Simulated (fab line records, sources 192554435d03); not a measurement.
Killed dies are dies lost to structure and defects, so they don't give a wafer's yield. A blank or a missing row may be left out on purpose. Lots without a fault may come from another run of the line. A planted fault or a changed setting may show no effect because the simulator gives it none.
Chamber matching | flow n5_finfet | N5_HKMG_FIN_ALD_36 on ald_metal-04: 4 sister chambers
The step deposits TiN, target thk 1 nm, pulse time 1 s, purge time 3 s. 8 wafers are shown with their chamber, then 9 later ones without.

WAFERS WITH THEIR CHAMBER
wafer  | chamber | heater_power_w (W) | precursor_pulse_height_rel
L077.6 | 2       | 822                | 0.980
L088.4 | 0       | 870                | 0.995
L090.2 | 3       | 905                | 1.003
L090.3 | 2       | 863                | 1.003
L090.5 | 1       | 959                | 0.988
L091.1 | 3       | 902                | 0.990
L091.3 | 1       | 965                | 0.982
L091.5 | 0       | 852                | 0.986

WAFERS WITHOUT THEIR CHAMBER
wafer  | heater_power_w (W) | precursor_pulse_height_rel
L092.2 | 898                | 0.988
L092.4 | 838                | 0.983
L092.5 | 894                | 1.005
L095.1 | 855                | 0.986
L095.2 | 828                | 0.947
L095.4 | 890                | 1.004
L096.1 | 942                | 0.986
L096.5 | 835                | 1.009
L096.6 | 931                | 1.031

WHICH CHAMBER EACH WENT THROUGH
wafer  | from the rows above     | in truth
L092.2 | can't be placed: 3 or 0 | 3
L092.4 | can't be placed: 2 or 0 | 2
L092.5 | can't be placed: 3 or 0 | 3
L095.1 | can't be placed: 0 or 2 | 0
L095.2 | can't be placed: 2 or 0 | 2
L095.4 | can't be placed: 3 or 0 | 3
L096.1 | can't be placed: 1 or 3 | 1
L096.5 | can't be placed: 2 or 0 | 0
L096.6 | can't be placed: 3 or 1 | 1
Placed correctly: 0 of 9. Can't be placed from these rows: 9 (the true chamber is among the candidates in 9). Placed wrongly: 0.
How it was worked out, from the rows above alone: a wafer's distance from a chamber is the root of the sum, over the readings, of the square of ((its reading less the chamber's mean) divided by the reading's scatter). The wafer belongs to the nearest chamber; if the next one is less than 2 further off, it can't be placed. A chamber's mean is the mean of its shown wafers. The scatter: the root of (the sum of the squares of (reading less its chamber's mean) over the shown wafers, divided by (wafers less chambers)).
